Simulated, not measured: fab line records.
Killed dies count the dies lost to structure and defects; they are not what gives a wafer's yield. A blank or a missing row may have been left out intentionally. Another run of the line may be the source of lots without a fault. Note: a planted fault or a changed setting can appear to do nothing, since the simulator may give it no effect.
8D (eight disciplines) problem report, filled in by code -- flow nand-harc -- the parts of the form that need people (team, actions taken, sign-off) are left out

## 1. WHAT WENT WRONG
At NHARC_A_ONON_D1_THK_MEAS_02, thk-nm averages 596 nm over 6 wafers from 2 lots, while fault-free wafers read 999 nm, standard deviation 9.7. That puts it -42 standard deviations away from the usual mean.
The step: measures by ellipsometry.
The first sign was on wafer L865.1 at day 9 09:40, on film-metro-02. Wafers with a number at this step in the record: 39, from 13 lots. Rule for "out" (also "out of limits"): further than 4 standard deviations from the usual mean. The other wafers with a number count as sound.

## 2. WHAT IT IS, AND WHAT IT ISN'T
question,is,is not
which readings at this step,thk-nm,-
which lots,"L865, L871","L859, L861, L862, L864, L866, L867, L875, L876, L879, L881, L882"
which wafers of those lots,all that have a number,-
read on which gauges,film-metro-02,film-metro-01
when,from day 9 09:40,"up to then (15 sound wafers); but 18 sound wafers of L866, L875, L876, L879, L881, L882 came after"

## 3. WHAT RULES OUT EACH SUSPECT
Counting: a tool at any process step up to the reading remains a suspect when it ran all the lots that are out and ran no sound lot after the first of those.
- the gauge at NHARC_A_ONON_D1_THK_MEAS_02 has been ruled out. All the wafers that are out were read on film-metro-02, but those of them that NHARC_END_SORT_01 has rows for are out there too, on other tools.
- pecvd-onon-02 at NHARC_A_ONON_D1_DEP_00 (target thk 1000 nm): kept. All lots that are out passed through it, beginning with L865 at day 9 09:10, and no sound lot followed; its final sound lot before that point was L864 at day 8 20:14.
The count leaves pecvd-onon-02 at NHARC_A_ONON_D1_DEP_00.

## 4. THE CAUSE (what the simulator had put in)
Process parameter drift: pecvd-onon-02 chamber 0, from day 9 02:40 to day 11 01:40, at NHARC_A_ONON_D1_DEP_00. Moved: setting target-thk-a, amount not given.
This tool alone remained once counting was done.

## 5. SEQUENCE OF EFFECTS, ordered by route
Rows list readings where the struck wafers' mean (over those with a number) sits beyond 3 standard deviations from the usual. Only readings whose record carries a usual standard deviation are examined. hours: median over the lots of the time between each lot's start at the first step of this table that gives one and its start at this step. sigmas: the change, counted in usual standard deviations.
hours,step,reading,usual,on struck wafers,change,sigmas
0,NHARC_A_ONON_D1_THK_MEAS_02,thk-nm,999 nm,596,-403,-42
359,NHARC_END_SORT_01,killed-at-array,27,671,+644,+54
359,NHARC_END_SORT_01,killed-dies,31,677,+646,+54

## 6. WHAT WOULD HAVE CAUGHT IT SOONER
7 hours passed between the start of the fault at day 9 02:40 and the first reading out of limits at a measuring or inspecting step in this record, taken at day 9 09:40.
An alarm limit of 4 standard deviations would not have fired on the tool readings at NHARC_A_ONON_D1_DEP_00 for which the record gives a usual standard deviation, since none of them was out on any struck wafer.
Among the 2 lots that are out, L871 began NHARC_A_ONON_D1_DEP_00 on pecvd-onon-02 after day 9 09:40. Holding the tool at that time would have saved it.
